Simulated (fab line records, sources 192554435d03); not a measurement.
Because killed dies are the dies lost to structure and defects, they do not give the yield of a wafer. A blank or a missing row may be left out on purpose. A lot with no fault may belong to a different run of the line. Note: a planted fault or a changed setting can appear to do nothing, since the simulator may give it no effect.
Chamber matching ; flow n5 finfet ; rie diel-04 running N5_PASSIVATION_ETCH_54: 4 sister chambers
The step etches SiO2 in CHF3/O2, target depth 880 nm, time 440 s. 4 wafers are shown with their chamber, then 7 later ones without.

## WAFERS PAIRED WITH THEIR CHAMBERS
wafer;chamber;showerhead plenum p Torr (Torr)
L423.2;1;2.39
L423.6;0;2.53
L424.1;2;2.45
L424.4;3;2.47

## WAFERS WHOSE CHAMBER IS MISSING
wafer;showerhead plenum p Torr (Torr)
L424.6;2.53
L430.1;2.44
L430.2;2.38
L430.5;2.44
L432.1;2.46
L432.4;2.52
L432.5;2.46

## EACH ONE'S CHAMBER
wafer;from the rows above;in truth
L424.6;0;0
L430.1;2;2
L430.2;1;1
L430.5;2;2
L432.1;can't be placed: 2 or 3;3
L432.4;0;0
L432.5;can't be placed: 2 or 3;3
Correctly placed: 5 of 7. Can't be placed from these rows: 2 (the true chamber is among the candidates in 2). Placed wrongly: 0.
How it was worked out, from the rows above alone: a wafer's distance from a chamber is the root of the sum, over the readings, of the square of ((its reading less the chamber's mean) divided by the reading's scatter). The wafer belongs to the nearest chamber; if the next one is less than 2 further off, it can't be placed. For every chamber, the mean is computed from those of its wafers that are shown. The scatter: with one shown wafer a chamber, the root of the mean of the squares of how far each hidden wafer lies from its nearest shown one.
